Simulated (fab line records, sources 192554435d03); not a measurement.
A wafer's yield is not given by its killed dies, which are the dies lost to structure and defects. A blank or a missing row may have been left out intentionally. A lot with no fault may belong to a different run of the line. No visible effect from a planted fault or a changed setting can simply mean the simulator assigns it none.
fab line records	flow n5-finfet	part 2 of 2: steps 5 to 6 of 6
record: lots: 23	wafers: 69	last-day: 19
route steps=1938 shown HKMG_FIN@444 GATE_CUT@474 MOL_CONTACT_COAG@529
lots untouched by any fault: they come from a run of this same line in which no faults occurred
start-h: hours from the record's opening day to when the first of the lot's shown wafers began	wait-h: how many hours have passed since the lot's step before this one	" unchanged from the row above	L1.1+2: a single row standing in for several wafers	- no value present, or no start provided	* or withheld: withheld	< > ~ a bound
route shown NAME@n: NAME is a module with steps in the file, n the number in the route of the first one	usual: average and standard deviation across the fault-free wafers	same: alike in all rows	chamber/n: place in a boat	sites: each site's reading	_std_site: how widely they spread, as a standard deviation	_edge_site: mean of outer sites minus mean of inner sites	radius-mm: for every site, how far away it sits from the centre of the wafer	mask NAME#n: copy n	behind: the most recent tool/chamber to have shaped the wafer	hold: the reason the lot was held/the length of the hold in hours/how it ended	device: which transistor (n, p or np) failed to switch	end of line: tests of these same wafers at the route's end	step lacking rows: just its recipe	killed: dies lost to structure and defects at the first sort, not the wafer's yield	map: a wafer's dies, marking killed ones x, the rest . and places with no die _
set.NAME: setting as actually run; set.NAME@STEP: the setting as run at that earlier step	model.NAME: the simulator's own value behind a step, which no gauge read
route steps across a sampled set of lots; one table per step, one row per wafer
services: when a tool's chamber went out of use (start-h, in hours from the record's first day, below 0 if earlier), for how many hours, and the reason
== steps ==
step: N5_GATE_CUT_DESCUM_18
recipe: chemistry: O2	time-s: 7	source-power-w: 50	bias-power-w: 20	pressure-mtorr: 20	rf-frequency-hz: 2.712e+07	temp-c: 40	resist: CAR-EUV	o2-flow-sccm: 225
usual: drypump-motor-current-A: 5.5/0.38	oes-product-au: 0.77/0.079	rf-vpp-V: 243.6/1.2	showerhead-plenum-p-Torr: 2.12/0.067	throttle-valve-pct: 20.54/0.17
lot.wafer	tool	chamber	start-h	wait-h	drypump-motor-current-A	oes-product-au	rf-hours-counter-h	rf-vpp-V	showerhead-plenum-p-Torr	throttle-valve-pct
L074.1	rie-diel-05	3	86.75	0.0	5.4	0.76	145	243.4	2.01	20.32
L074.4	"	1	"	"	6.2	0.85	55	242.5	2.11	20.38
L074.6	"	2	"	"	5.7	0.78	-	242.1	2.02	20.67
L075.2	rie-diel-05	3	91.73	0.0	5.3	0.76	146	240.9	2.01	20.30
L075.4	"	1	"	"	6.1	0.85	56	242.9	2.11	20.39
L075.5	"	0	"	"	5.0	0.69	-	245.1	2.16	20.97
L077.1	rie-diel-04	2	101.32	0.0	5.0	0.67	242	245.0	2.14	20.79
L077.2	"	0	"	"	5.5	0.75	165	244.9	2.21	20.34
L077.4	"	1	"	"	5.0	0.78	121	243.9	2.20	20.55
L078.1	rie-diel-05	3	107.96	0.2	5.3	0.75	151	242.4	2.00	20.31
L078.2	"	1	"	"	6.2	0.83	61	243.1	2.11	20.39
L078.4	"	0	"	"	5.0	0.68	228	245.1	2.16	20.98
L079.1	rie-diel-04	1	112.39	0.0	5.0	0.77	125	245.0	2.20	20.55
L079.4	"	0	"	"	5.4	0.75	169	245.3	2.20	20.35
L079.6	"	0	"	"	5.5	0.75	-	244.1	2.20	20.34
L080.2	rie-diel-04	1	119.58	0.0	5.0	0.77	127	244.7	2.20	20.55
L080.3	"	3	"	"	5.3	0.69	208	245.1	2.06	20.62
L080.4	"	0	"	"	5.5	0.75	171	243.9	2.20	20.37
L081.3	rie-diel-02	1	126.25	0.0	6.0	0.91	30	242.7	2.11	20.60
L081.4	"	1	"	"	6.0	0.91	-	243.8	2.12	20.59
L081.6	"	2	"	"	5.7	0.76	-	244.2	2.19	20.45
L082.3	rie-diel-04	1	134.61	0.0	5.0	0.76	130	244.6	2.19	20.55
L082.4	"	0	"	"	5.5	0.74	-	242.0	2.20	20.36
L082.6	"	1	"	"	5.0	0.76	-	244.6	2.19	20.54
L083.2	rie-diel-02	0	139.47	0.0	5.5	0.81	95	245.0	2.12	20.57
L083.5	"	0	"	"	5.5	0.80	-	242.4	2.12	20.58
L083.6	"	3	"	"	5.7	0.96	-	245.4	2.22	20.19
L084.1	rie-diel-05	2	145.45	0.2	5.6	0.76	141	241.8	2.02	20.68
L084.3	"	1	"	"	6.2	0.82	72	243.5	2.11	20.42
L084.5	"	2	"	"	5.7	0.76	-	241.2	2.02	20.71
L085.2	rie-diel-05	2	149.88	0.0	5.6	0.75	143	243.6	2.02	20.70
L085.4	"	0	"	"	5.0	0.68	241	243.5	2.15	21.00
L085.6	"	0	"	"	5.0	0.67	-	243.7	2.15	21.00
L086.1	rie-diel-04	3	155.32	0.3	5.4	0.69	221	244.2	2.05	20.63
L086.2	"	0	"	"	5.5	0.73	183	244.3	2.20	20.36
L086.3	"	1	"	"	5.0	0.76	140	244.1	2.19	20.56
L087.1	rie-diel-05	2	160.00	0.0	5.6	0.75	146	242.1	2.01	20.70
L087.2	"	0	"	"	5.0	0.68	244	244.3	2.15	21.02
L087.5	"	2	"	"	5.7	0.75	-	242.5	2.01	20.71
L088.1	rie-diel-04	3	166.21	0.0	5.3	0.68	224	242.3	2.05	20.64
L088.4	"	0	"	"	5.5	0.72	187	243.7	2.20	20.38
L088.5	"	1	"	"	5.0	0.75	-	244.2	2.19	20.57
L089.1	rie-diel-04	3	172.27	0.4	5.4	0.67	225	242.3	2.05	20.66
L089.4	"	2	"	"	5.0	0.92	5	243.3	2.14	20.46
L089.6	"	3	"	"	5.4	0.67	-	241.4	2.05	20.67
L090.1	rie-diel-04	2	180.26	0.1	5.0	0.93	7	242.7	2.14	20.46
L090.5	"	0	"	"	5.5	0.72	-	244.3	2.20	20.40
L090.6	"	3	"	"	5.4	0.67	-	243.4	2.05	20.65
L092.2	rie-diel-02	1	191.00	0.0	6.1	0.88	49	244.3	2.11	20.62
L092.4	"	2	"	"	5.7	0.75	158	245.2	2.18	20.47
L092.5	"	2	"	"	5.7	0.75	-	245.2	2.18	20.49
L093.2	rie-diel-05	2	202.20	0.3	5.7	0.74	161	241.5	2.01	20.73
L093.4	"	3	"	"	5.4	0.74	-	242.9	1.99	20.35
L093.6	"	2	"	"	5.7	0.74	-	241.2	2.01	20.74
L076.2	rie-diel-04	3	202.85	0.7	5.4	0.67	234	243.8	2.05	20.65
L076.3	"	1	"	"	5.0	0.73	152	244.3	2.19	20.60
L076.5	"	2	"	"	5.0	0.90	-	243.6	2.13	20.48
L094.4	rie-diel-04	0	209.93	0.0	5.5	0.73	200	244.1	2.19	20.40
L094.5	"	2	"	"	5.0	0.90	-	245.1	2.13	20.49
L094.6	"	1	"	"	5.0	0.73	-	243.9	2.18	20.60
L095.1	rie-diel-04	2	217.50	0.0	5.0	0.90	18	244.0	2.13	20.49
L095.3	"	0	"	"	5.5	0.72	202	243.9	2.19	20.40
L095.6	"	0	"	"	5.5	0.72	-	244.5	2.19	20.40
L097.1	rie-diel-02	3	222.90	0.0	5.7	0.90	24	243.4	2.21	20.23
L097.3	"	2	"	"	5.8	0.74	165	245.0	2.18	20.51
L097.6	"	1	"	"	6.0	0.87	-	244.9	2.11	20.63
L096.1	rie-diel-02	1	223.94	0.5	6.0	0.87	57	242.6	2.11	20.63
L096.3	"	0	"	"	5.5	0.78	117	242.0	2.11	20.60
L096.4	"	2	"	"	5.7	0.76	166	245.0	2.18	20.49
step: N5_MOL_CONTACT_COAG_DESCUM_13
recipe: chemistry: O2	time-s: 7	source-power-w: 50	bias-power-w: 20	pressure-mtorr: 20	rf-frequency-hz: 2.712e+07	temp-c: 40	resist: CAR-EUV	o2-flow-sccm: 225
usual: drypump-motor-current-A: 5.6/0.34	oes-product-au: 0.77/0.065	rf-vpp-V: 243.4/1.1	showerhead-plenum-p-Torr: 2.12/0.06	throttle-valve-pct: 20.5/0.33
lot.wafer	tool	chamber	start-h	wait-h	drypump-motor-current-A	oes-product-au	rf-hours-counter-h	rf-vpp-V	showerhead-plenum-p-Torr	throttle-valve-pct
L074.1	rie-diel-06	0	91.10	0.4	5.9	0.88	44	241.5	2.02	20.0
L074.4	"	3	"	"	5.1	0.73	150	245.2	2.19	20.9
L074.6	"	3	"	"	5.1	0.74	-	243.2	2.19	20.9
L075.2	rie-diel-06	3	95.91	0.0	5.1	0.74	151	244.3	2.19	20.9
L075.4	"	0	"	"	5.9	0.87	46	241.0	2.02	20.0
L075.5	"	0	"	"	5.9	0.88	-	243.2	2.02	20.0
L077.1	rie-diel-01	1	105.33	0.1	5.5	0.77	149	244.5	2.18	20.5
L077.2	"	0	"	"	5.7	0.89	34	244.1	2.23	20.0
L077.4	"	0	"	"	5.8	0.89	-	246.0	2.23	20.0
L078.1	rie-diel-03	1	111.86	0.0	5.7	0.80	93	243.5	2.14	20.5
L078.2	"	3	"	"	5.1	0.76	138	242.4	2.11	20.5
L078.4	"	0	"	"	5.3	0.71	226	244.0	2.16	20.9
L079.1	rie-diel-06	1	116.47	0.2	5.6	0.72	207	244.3	2.14	20.7
L079.4	"	3	"	"	5.1	0.73	-	244.5	2.19	20.9
L079.6	"	0	"	"	5.9	0.86	-	240.8	2.01	20.0
L080.2	rie-diel-06	3	123.50	0.0	5.1	0.72	159	244.4	2.19	20.9
L080.3	"	0	"	"	5.9	0.86	55	241.7	2.01	20.0
L080.4	"	1	"	"	5.7	0.71	209	243.3	2.14	20.7
L081.3	rie-diel-06	2	130.35	0.2	5.5	0.83	67	243.3	2.10	20.3
L081.4	"	1	"	"	5.7	0.71	212	243.9	2.14	20.7
L081.6	"	3	"	"	5.1	0.72	-	244.8	2.19	20.9
L082.3	rie-diel-01	2	139.03	0.0	5.7	0.70	217	244.8	2.18	21.0
L082.4	"	1	"	"	5.5	0.77	161	244.0	2.18	20.5
L082.6	"	3	"	"	5.5	0.92	-	241.2	2.04	20.0
L083.2	rie-diel-03	0	143.31	0.1	5.3	0.70	236	243.4	2.16	20.9
L083.5	"	0	"	"	5.3	0.69	-	243.5	2.16	20.9
L083.6	"	1	"	"	5.8	0.79	-	242.9	2.14	20.5
L084.1	rie-diel-06	3	150.06	0.2	5.1	0.72	170	243.3	2.19	20.9
L084.3	"	0	"	"	5.9	0.84	65	242.5	2.01	20.0
L084.5	"	1	"	"	5.6	0.71	-	244.7	2.14	20.8
L085.2	rie-diel-03	3	153.79	0.0	5.1	0.74	154	242.4	2.11	20.5
L085.4	"	1	"	"	5.8	0.79	107	242.7	2.13	20.5
L085.6	"	2	"	"	6.3	0.73	-	243.2	2.10	20.6
L086.1	rie-diel-03	2	159.26	0.0	6.2	0.72	197	243.0	2.10	20.7
L086.2	"	3	"	"	5.1	0.74	156	243.3	2.11	20.5
L086.3	"	0	"	"	5.3	0.69	242	245.1	2.16	20.9
L087.1	rie-diel-01	0	164.02	0.2	5.7	0.86	53	244.4	2.22	20.1
L087.2	"	1	"	"	5.5	0.76	170	244.5	2.17	20.5
L087.5	"	2	"	"	5.7	0.69	-	243.2	2.18	21.0
L088.1	rie-diel-03	1	170.29	0.1	5.7	0.78	113	243.8	2.13	20.5
L088.4	"	3	"	"	5.1	0.73	-	242.8	2.10	20.5
L088.5	"	2	"	"	6.3	0.72	-	242.4	2.10	20.6
L089.1	rie-diel-03	1	176.27	0.1	5.8	0.77	116	243.6	2.13	20.5
L089.4	"	3	"	"	5.1	0.74	162	242.9	2.10	20.5
L089.6	"	1	"	"	5.7	0.78	-	243.5	2.13	20.5
L090.1	rie-diel-01	0	185.15	0.0	5.7	0.86	60	244.9	2.22	20.1
L090.5	"	2	"	"	5.7	0.69	-	244.4	2.17	21.0
L090.6	"	1	"	"	5.5	0.76	-	245.8	2.17	20.6
L092.2	rie-diel-06	1	195.06	0.0	5.7	0.70	233	243.5	2.14	20.8
L092.4	"	2	"	"	5.5	0.82	84	244.4	2.09	20.3
L092.5	"	0	"	"	5.9	0.83	-	243.2	2.00	20.0
L093.2	rie-diel-03	3	206.86	0.0	5.1	0.74	173	242.6	2.10	20.6
L093.4	"	2	"	"	6.3	0.71	214	242.5	2.10	20.7
L093.6	"	1	"	"	5.8	0.78	-	242.4	2.13	20.5
L076.2	rie-diel-06	3	207.35	0.0	5.2	0.71	189	244.9	2.18	21.0
L076.3	"	0	"	"	5.9	0.83	84	241.2	2.00	20.0
L076.5	"	3	"	"	5.1	0.70	-	243.9	2.18	21.0
L094.4	rie-diel-06	3	213.92	0.1	5.1	0.71	191	244.0	2.18	20.9
L094.5	"	2	"	"	5.5	0.81	-	242.5	2.09	20.4
L094.6	"	3	"	"	5.1	0.70	-	244.7	2.18	21.0
L095.1	rie-diel-06	1	221.39	0.0	5.6	0.69	242	243.6	2.13	20.8
L095.3	"	2	"	"	5.5	0.79	93	245.1	2.09	20.4
L095.6	"	1	"	"	5.7	0.69	-	244.2	2.13	20.8
L097.1	rie-diel-06	2	226.81	0.0	5.5	0.81	95	243.5	2.09	20.4
L097.3	"	1	"	"	5.6	0.69	243	242.2	2.13	20.8
L097.6	"	2	"	"	5.5	0.81	-	242.7	2.09	20.4
L096.1	rie-diel-06	0	227.85	0.0	5.9	0.82	91	242.5	2.00	20.0
L096.3	"	3	"	"	5.1	0.70	197	243.8	2.18	21.0
L096.4	"	1	"	"	5.7	0.70	244	241.8	2.13	20.8
== services ==
tool	chamber	start-h	hours	kind
rie-diel-02	3	66.11	4.3	repair
rie-diel-05	0	66.63	1.9	repair
rie-diel-01	2	87.98	4.9	repair
rie-diel-04	-	95.90	0.4	repair
rie-diel-01	3	105.08	9.1	repair
rie-diel-01	0	113.19	5.2	repair
rie-diel-06	2	113.32	8.0	repair
rie-diel-05	2	128.71	1.6	repair
pecvd-02	1	130.79	30.3	repair
rie-diel-05	-	139.60	0.4	repair
pecvd-02	-	139.70	0.8	repair
rie-diel-06	2	144.85	12.2	repair
pecvd-03	-	146.85	5.5	pm
pecvd-03	-	161.70	1.3	repair
rie-diel-03	0	170.10	5.9	repair
rie-diel-02	-	180.09	1.3	repair
rie-diel-03	0	190.51	-	clean
rie-diel-03	0	190.51	-	consumable-replace:focus-ring
rie-diel-03	0	190.51	12.7	scheduled-down
rie-diel-03	0	190.51	12.7	vent-cycle
rie-diel-01	0	198.22	3.0	repair
rie-diel-05	1	213.02	4.7	repair
rie-diel-04	1	214.95	6.7	repair
rie-diel-04	1	222.61	13.5	repair
